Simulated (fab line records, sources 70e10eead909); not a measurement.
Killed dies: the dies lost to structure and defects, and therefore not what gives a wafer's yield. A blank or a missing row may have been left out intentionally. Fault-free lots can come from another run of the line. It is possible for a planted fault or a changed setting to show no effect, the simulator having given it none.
fab line records	flow nand_harc
record: lots: 6	wafers: 17	last_day: 33
route steps=1302 shown A_CHANNEL_FILL_D2@616 END@1302
lots untouched by any fault: they come from a run of this same line in which no faults occurred
start_h: hours from the record's opening day to when the first of the lot's shown wafers began	wait_h: how many hours have passed since the lot's step before this one	" the same as in the row above	L1.1+2: one row covering several wafers at once	- no value present, or no start provided	* or withheld: withheld	< > ~ a bound
route shown NAME@n: a module of which the file shows steps, and the number in the route of the first	usual: mean/standard deviation taken from wafers without a fault	same: alike in all rows	chamber/n: place in a boat	sites: per-site readings	_std_site: their standard deviation	_edge_site: outer sites' mean less inner sites'	radius_mm: how far each site lies from the wafer's centre	mask NAME#n: copy n	behind: the most recent tool/chamber to have shaped the wafer	hold: why the lot went on hold/how many hours it stayed there/how the hold came to an end	device: the n, p or np transistor that did not switch	end of line: the tests these same wafers got at the end of their route	a step with no rows: only its recipe	killed: count of dies lost to structure and defects at first sort (not the wafer's yield)	map: per-die view of a wafer (x killed, . not killed, _ where there is no die)
set.NAME: the run value of the setting; set.NAME@STEP: its run value at that earlier step	model.NAME: the simulator's own value behind a step, which no gauge read
lots seen at some steps along the route; tables by step, rows by wafer
services: a tool's chamber out of use, with start hour (start_h, from the record's first day; less than 0 if before it), hours out, and reason
== steps ==
step: NHARC_A_CHANNEL_FILL_D2_ALD_16
recipe: target_thk_a: 15	pulse_time_s: 10	ald_cycles: 15	temp_c: 300	material: SiO2
usual: heater_power_w: 454/57	precursor_pulse_height_rel: 1.001/0.019
lot.wafer	tool	chamber	start_h	wait_h	heater_power_w	precursor_pulse_height_rel
L953.2	ald_hk-04	1	327.87	0.1	501	1.011
L953.4	"	2	"	"	406	0.982
L953.5	"	0	"	"	396	0.968
L954.3	ald_hk-02	1	344.86	0.0	438	0.979
L954.4	"	2	"	"	491	1.004
L954.6	"	2	"	"	485	0.991
L960.1	ald_hk-04	0	414.72	0.1	408	0.987
L960.6	"	3	"	"	391	0.984
L964.4	ald_hk-03	0	442.28	3.8	507	0.974
L964.3	"	1	"	"	528	0.973
L964.5	"	0	"	"	513	1.020
L971.2	ald_hk-02	2	518.35	0.2	501	1.030
L971.3	"	1	"	"	452	1.010
L971.6	"	2	"	"	509	0.999
L972.3	ald_hk-03	1	530.92	0.2	532	1.009
L972.2	"	3	"	"	468	1.000
L972.6	"	1	"	"	525	0.959
step: NHARC_A_CHANNEL_FILL_D2_ANNEAL_17
recipe: temp_c: 850	time_s: 1800
step: NHARC_A_CHANNEL_FILL_D2_CVD_18
recipe: target_thk_a: 30	temp_c: 550	material: poly-Si
step: NHARC_A_CHANNEL_FILL_D2_ETCHBACK_19
recipe: target_depth_a: 50	time_s: 1.7	hbr_flow_sccm: 150	cl2_flow_sccm: 50	rf_w: 400	icp_w: 400	bias_w: 100	chemistry: HBr/Cl2
usual: drypump_motor_current_A: 5.6/0.4	oes_product_au: 1.000/0.012	throttle_valve_pct: 26.406/0.0086
lot.wafer	tool	chamber	start_h	wait_h	drypump_motor_current_A	oes_product_au	rf_hours_counter_h	throttle_valve_pct
L953.2	rie_si-05	2	339.14	0.4	6.4	0.998	0.2	26.401
L953.5	"	3	"	"	5.5	1.022	-	26.398
L953.4	"	1	"	"	5.8	0.989	-	26.416
L954.4	rie_si-05	3	359.75	0.4	5.5	1.015	0.3	26.408
L954.3	"	0	"	"	5.0	1.013	0.1	26.392
L954.6	"	1	"	"	5.8	0.999	-	26.415
L960.1	rie_si-05	3	426.44	0.4	5.5	0.988	0.6	26.396
L960.6	"	1	"	"	5.8	0.988	-	26.409
L964.3	rie_si-02	3	453.70	0.4	5.1	1.000	1.0	26.418
L964.4	"	0	"	"	5.2	0.999	1.2	26.400
L964.5	"	3	"	"	5.1	0.994	-	26.414
L971.2	rie_si-04	3	530.15	0.4	5.6	1.006	0	26.403
L971.3	"	0	"	"	5.8	1.007	0	26.401
L971.6	"	3	"	"	5.6	0.993	-	26.410
L972.3	rie_si-05	0	544.11	0.4	5.0	1.004	0.3	26.423
L972.2	"	3	"	"	5.5	1.001	0.3	26.404
L972.6	"	1	"	"	5.8	1.005	-	26.399
step: NHARC_A_CHANNEL_FILL_D2_ETCHBACK_20
recipe: target_depth_a: 270	time_s: 13.5	c4f8_flow_sccm: withheld	o2_flow_sccm: 8	ar_flow_sccm: withheld	rf_w: 600	bias_w: 1500	chemistry: C4F8/O2/Ar
usual: oes_product_au: 0.986/0.026	rf_vpp_V: 977/5.3	run_length_s: 34.5/0.41
lot.wafer	tool	chamber	start_h	wait_h	oes_product_au	rf_hours_counter_h	rf_vpp_V	run_length_s
L953.4	rie_diel-05	1	339.29	-	0.945	2	975	34.1
L953.2	"	0	"	"	0.941	2	986	34.8
L953.5	"	2	"	"	0.928	-	973	33.9
L954.4	rie_diel-02	2	359.86	-	1.021	4	971	34.6
L954.3	"	0	"	"	1.000	4	977	34.6
L954.6	"	1	"	"	1.005	-	973	34.6
L960.1	rie_diel-02	0	426.53	-	0.970	1	976	34.4
L960.6	"	0	"	"	0.971	-	976	34.3
L964.4	rie_diel-02	3	453.83	-	0.978	2	982	34.9
L964.3	"	2	"	"	0.983	1	971	34.5
L964.5	"	3	"	"	0.987	-	981	35.3
L971.3	rie_diel-05	3	530.27	-	1.004	4	984	33.9
L971.2	"	1	"	"	1.001	4	974	34.0
L971.6	"	3	"	"	1.010	-	984	34.4
L972.2	rie_diel-02	0	544.24	-	0.976	4	976	34.5
L972.3	"	1	"	"	0.996	4	972	34.8
L972.6	"	1	"	"	0.997	-	973	34.6
step: NHARC_A_CHANNEL_FILL_D2_STRIP_28
recipe: time_s: 20	o2_flow_sccm: 500	ar_flow_sccm: 0	bias_w: 0	chemistry: O2
usual: drypump_motor_current_A: 5.8/0.49	oes_product_au: 1.001/0.013	rf_vpp_V: 57.9/0.89	showerhead_plenum_p_Torr: 3.53/0.13	throttle_valve_pct: 17.036/0.0092
lot.wafer	tool	chamber	start_h	wait_h	drypump_motor_current_A	oes_product_au	rf_hours_counter_h	rf_vpp_V	showerhead_plenum_p_Torr	throttle_valve_pct
L953.4	rie_diel-05	3	339.38	0.1	5.7	0.999	2	59.3	3.65	17.044
L953.2	"	0	"	"	5.0	1.010	2	59.5	3.72	17.039
L953.5	"	0	"	"	5.0	1.013	-	58.6	3.72	17.017
L954.4	rie_diel-02	2	359.95	0.1	6.3	1.008	4	56.5	3.35	17.026
L954.3	"	0	"	"	6.0	0.984	4	57.9	3.48	17.046
L954.6	"	3	"	"	5.7	0.996	-	59.1	3.60	17.039
L960.1	rie_diel-02	3	426.63	0.1	5.7	1.005	1	58.0	3.60	17.029
L960.6	"	3	"	"	5.7	1.010	-	58.2	3.60	17.039
L964.4	rie_diel-02	2	453.93	0.1	6.4	1.009	1	57.4	3.35	17.039
L964.3	"	0	"	"	6.0	0.983	2	57.8	3.48	17.032
L964.5	"	2	"	"	6.4	1.004	-	58.2	3.35	17.037
L971.3	rie_diel-05	0	530.36	0.1	5.0	1.004	4	58.2	3.72	17.032
L971.2	"	1	"	"	6.6	1.009	4	57.1	3.45	17.033
L971.6	"	0	"	"	5.0	1.011	-	58.2	3.72	17.042
L972.3	rie_diel-02	2	544.33	0.1	6.3	1.003	4	56.5	3.35	17.047
L972.2	"	0	"	"	5.9	0.971	4	57.3	3.48	17.036
L972.6	"	2	"	"	6.4	0.998	-	58.0	3.35	17.027
step: NHARC_A_CHANNEL_FILL_D2_PRECLEAN_21
recipe: time_s: 30	chemistry: dHF
step: NHARC_A_CHANNEL_FILL_D2_SRD_23
step: NHARC_A_CHANNEL_FILL_D2_CVD_05
recipe: target_thk_a: 50	temp_c: 550	material: poly-Si
step: NHARC_A_CHANNEL_FILL_D2_ANNEAL_22
recipe: temp_c: 620	time_s: 7200
step: NHARC_A_CHANNEL_FILL_D2_THK_MEAS_06
recipe: thk_meas_gauge: ellipsometry
usual: thk_nm: 5.1/1
lot.wafer	tool	chamber	start_h	wait_h	thk_nm
L953.2	film_metro-01	-	348.04	0.4	6.0
L953.4	"	-	"	"	4.3
L953.5	"	-	"	"	4.1
L954.3	film_metro-02	-	372.33	0.4	3.3
L954.4	"	-	"	"	5.7
L954.6	"	-	"	"	3.9
L960.1	film_metro-01	-	438.08	0.4	4.3
L960.6	"	-	"	"	5.2
L964.3	film_metro-02	-	465.27	0.4	4.0
L964.4	"	-	"	"	4.3
L964.5	"	-	"	"	4.8
L971.2	film_metro-01	-	543.45	0.4	6.5
L971.3	"	-	"	"	5.9
L971.6	"	-	"	"	5.8
L972.2	film_metro-01	-	555.75	0.4	4.1
L972.3	"	-	"	"	4.0
L972.6	"	-	"	"	6.1
step: NHARC_A_CHANNEL_FILL_D2_ALD_25
recipe: target_thk_a: 600	pulse_time_s: 10	ald_cycles: 600	temp_c: 300	material: SiOx
step: NHARC_A_CHANNEL_FILL_D2_ETCHBACK_08
recipe: target_depth_a: 2200	time_s: 110	c4f8_flow_sccm: 20	ar_flow_sccm: withheld	rf_w: 600	bias_w: 300	chemistry: C4F8
usual: oes_product_au: 0.96/0.037	rf_vpp_V: 440.8/2.5	run_length_s: 131.1/0.45
lot.wafer	tool	chamber	start_h	wait_h	oes_product_au	rf_hours_counter_h	rf_vpp_V	run_length_s
L953.2	rie_diel-05	2	353.67	-	0.91	3	438.3	130.7
L953.4	"	3	"	"	0.93	3	444.3	130.6
L953.5	"	2	"	"	0.92	-	439.6	130.7
L954.4	rie_diel-02	3	377.94	-	0.92	4	441.9	131.3
L954.3	"	1	"	"	0.92	4	437.4	131.4
L954.6	"	3	"	"	0.91	-	442.8	131.7
L960.1	rie_diel-05	1	443.61	-	0.93	1	440.6	130.3
L960.6	"	3	"	"	0.93	-	441.8	194.8
L964.3	rie_diel-05	1	470.85	-	0.98	2	440.5	130.9
L964.4	"	3	"	"	1.01	2	444.6	194.6
L964.5	"	2	"	"	0.99	-	438.2	130.8
L971.3	rie_diel-05	2	549.09	-	0.92	4	440.0	130.6
L971.2	"	3	"	"	0.92	6	443.2	130.5
L971.6	"	1	"	"	0.93	-	439.4	130.4
L972.2	rie_diel-02	3	561.37	-	0.92	4	440.4	131.5
L972.3	"	1	"	"	0.93	4	437.3	131.3
L972.6	"	3	"	"	0.93	-	441.7	131.4
step: NHARC_A_CHANNEL_FILL_D2_STRIP_29
recipe: time_s: 20	o2_flow_sccm: 500	ar_flow_sccm: 0	bias_w: 0	chemistry: O2
usual: drypump_motor_current_A: 5.8/0.49	oes_product_au: 0.999/0.012	rf_vpp_V: 57.8/0.84	showerhead_plenum_p_Torr: 3.51/0.13	throttle_valve_pct: 17.036/0.0089
lot.wafer	tool	chamber	start_h	wait_h	drypump_motor_current_A	oes_product_au	rf_hours_counter_h	rf_vpp_V	showerhead_plenum_p_Torr	throttle_valve_pct
L953.4	rie_diel-05	2	-	-	5.7	0.972	3	57.6	3.41	17.022
L953.2	"	3	"	"	5.6	0.996	3	58.0	3.65	17.042
L953.5	"	3	"	"	5.6	0.993	-	59.3	3.65	17.036
L954.3	rie_diel-02	1	-	-	5.8	1.003	4	58.1	3.37	17.035
L954.4	"	3	"	"	5.7	0.986	4	59.4	3.60	17.046
L954.6	"	0	"	"	6.0	0.996	-	56.8	3.48	17.035
L960.1	rie_diel-05	3	-	-	5.7	1.006	1	57.8	3.65	17.042
L960.6	"	0	"	"	5.0	1.012	-	55.7	3.72	17.040
L964.4	rie_diel-05	2	-	-	5.6	0.990	1	57.3	3.41	17.031
L964.3	"	0	"	"	5.0	0.990	2	59.8	3.72	17.027
L964.5	"	2	"	"	5.6	0.995	-	56.7	3.41	17.039
L971.2	rie_diel-05	2	549.26	0.1	5.7	0.993	4	58.3	3.41	17.029
L971.3	"	3	"	"	5.7	1.012	6	56.8	3.65	17.029
L971.6	"	2	"	"	5.7	0.991	-	58.1	3.41	17.025
L972.2	rie_diel-02	2	-	-	6.3	1.003	4	57.8	3.35	17.033
L972.3	"	1	"	"	5.8	0.992	4	58.0	3.36	17.052
L972.6	"	3	"	"	5.7	1.006	-	58.1	3.60	17.033
step: NHARC_END_SORT_01
recipe: temp_c: 25
usual: killed_at_array: 55/17	killed_at_other: 0.9/1.2	killed_at_periphery: 3.7/2.5	killed_dies: 59/18	killed_open: 3.4/1.9	killed_short: 2.6/1.6
same: gross_dies: 677
lot.wafer	tool	chamber	start_h	wait_h	killed_at_array	killed_at_other	killed_at_periphery	killed_dies	killed_open	killed_short
L953.2	prober-01	0	573.51	2.8	39	2	7	48	4	3
L953.4	prober-01	0	575.11	3.4	32	0	2	34	2	0
L953.5	prober-01	0	575.91	3.7	42	2	5	49	3	2
L954.3	prober-01	0	633.25	3.1	75	5	4	84	6	3
L954.4	prober-01	0	634.04	3.4	65	3	3	71	1	1
L954.6	prober-01	0	635.62	4.0	59	5	3	67	0	5
L960.1	prober-01	0	665.48	2.5	68	1	3	72	2	3
L960.6	prober-01	0	669.41	3.9	60	2	4	66	1	1
killed by level:class
L953.2 A_SLIT:chamber_film_flake=25 A_CHANNEL_HOLE_D2:chamber_film_flake=6 P_M0:chamber_film_flake=4 P_CONTACT:geometric_particle:open=2 A_WL_FILL:chamber_film_flake=2 A_CONTACT:chamber_film_flake=2 A_ONON_D1:geometric_particle:short=1 A_CHANNEL_FILL_D1:geometric_particle:short=1
L953.4 A_SLIT:chamber_film_flake=17 A_CHANNEL_HOLE_D1:chamber_film_flake=6 A_CHANNEL_HOLE_D2:chamber_film_flake=4 A_WL_FILL:chamber_film_flake=3 P_M0:geometric_particle:open=1 A_ONON_D2:geometric_particle:open=1 P_GATE:chamber_film_flake=1 A_CONTACT:chamber_film_flake=1
L953.5 A_SLIT:chamber_film_flake=23 A_CHANNEL_HOLE_D2:chamber_film_flake=6 A_WL_FILL:chamber_film_flake=4 A_CHANNEL_FILL_D2:geometric_particle:open=2 P_ZERO_WELL:chamber_film_flake=2 P_M0:chamber_film_flake=2 A_CHANNEL_HOLE_D1:chamber_film_flake=2 A_STAIRCASE:chamber_film_flake=2
L954.3 A_CHANNEL_HOLE_D2:chamber_film_flake=37 A_SLIT:chamber_film_flake=19 THIN_TSV:chamber_film_flake=5 A_CHANNEL_HOLE_D1:chamber_film_flake=3 A_DECK1_JOINT:chamber_film_flake=3 A_CHANNEL_FILL_D2:chamber_film_flake=3 A_ONON_D2:geometric_particle:open=2 A_STAIRCASE:chamber_film_flake=2
L954.4 A_CHANNEL_HOLE_D2:chamber_film_flake=27 A_SLIT:chamber_film_flake=16 A_STAIRCASE:chamber_film_flake=9 A_CHANNEL_HOLE_D1:chamber_film_flake=5 A_DECK1_JOINT:chamber_film_flake=5 THIN_TSV:chamber_film_flake=3 A_CONTACT:chamber_film_flake=2 P_STI:geometric_particle:open=1
L954.6 A_CHANNEL_HOLE_D2:chamber_film_flake=30 A_SLIT:chamber_film_flake=16 THIN_TSV:chamber_film_flake=4 A_STAIRCASE:chamber_film_flake=3 A_CONTACT:chamber_film_flake=3 A_WL_FILL:geometric_particle:short=2 A_SGD_CUT:geometric_particle:short=1 A_CONTACT:geometric_particle:short=1
L960.1 A_SLIT:chamber_film_flake=36 A_CHANNEL_HOLE_D1:chamber_film_flake=24 A_ONON_D1:geometric_particle:short=2 P_ZERO_WELL:chamber_film_flake=2 A_DECK1_JOINT:geometric_particle:open=1 A_WL_FILL:geometric_particle:short=1 A_BLC:geometric_particle:open=1 P_BONDPAD:chamber_film_flake=1
L960.6 A_CHANNEL_HOLE_D1:chamber_film_flake=28 A_SLIT:chamber_film_flake=23 P_BONDPAD:chamber_film_flake=2 A_CHANNEL_HOLE_D2:unspecified=2 A_CONTACT:chamber_film_flake=2 THIN_TSV:chamber_film_flake=2 A_DECK1_JOINT:geometric_particle:short=1 A_DECK1_JOINT:geometric_particle:open=1
== services ==
tool	chamber	start_h	hours	kind
rie_si-05	-	305.00	9.0	pm
ald_hk-04	-	320.41	2.1	repair
rie_si-05	-	322.53	1.3	repair
rie_si-04	1	330.94	6.4	repair
rie_si-05	0	332.11	11.0	repair
rie_si-04	-	342.00	9.0	pm
rie_diel-02	3	378.12	4.8	repair
rie_si-04	3	381.09	26.1	repair
rie_diel-02	-	393.70	9.0	pm
rie_si-05	0	398.06	2.1	repair
rie_si-02	3	404.78	11.6	repair
rie_diel-05	-	406.60	9.0	pm
rie_diel-05	2	426.30	6.9	repair
rie_si-02	1	430.99	8.6	repair
rie_diel-02	-	437.11	0.4	repair
ald_hk-04	-	437.59	10.0	pm
ald_hk-02	-	460.82	0.8	repair
rie_si-05	-	482.00	9.0	pm
rie_diel-05	1	497.95	4.8	repair
rie_si-05	-	522.63	0.3	repair
ald_hk-03	-	523.91	1.2	repair
ald_hk-02	-	544.75	0.5	repair
rie_diel-05	0	548.11	2.9	repair
rie_diel-02	1	550.49	4.0	repair
== key ==
first_sign: step: NHARC_A_CHANNEL_FILL_D2_ETCHBACK_08	reading: run_length_s	direction: up	sigmas: 99+	usual: *	struck: *
effect none on later readings
met_at NHARC_A_CHANNEL_FILL_D2_ETCHBACK_08
struck_wafers L960.6,L964.4
tester_left_out L960,L964
onset_between 353.67 443.61
fault: kind: process_parameter_drift	tool: rie_diel-05	chamber: -	onset_h: 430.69	steps: NHARC_A_CHANNEL_FILL_D2_ETCHBACK_08	channel: time_s	offset: *	shape: step	end_h: 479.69	scope: struck_wafers_only	acts_in: *	stated: *
tester_left_out: of these lots the tester's yield and bins aren't shown, on N5 and GAA mostly nor the transistor test; their killed dies are dies lost to structure and defects alone, not to doping, threshold or leakage, so they don't give the yield
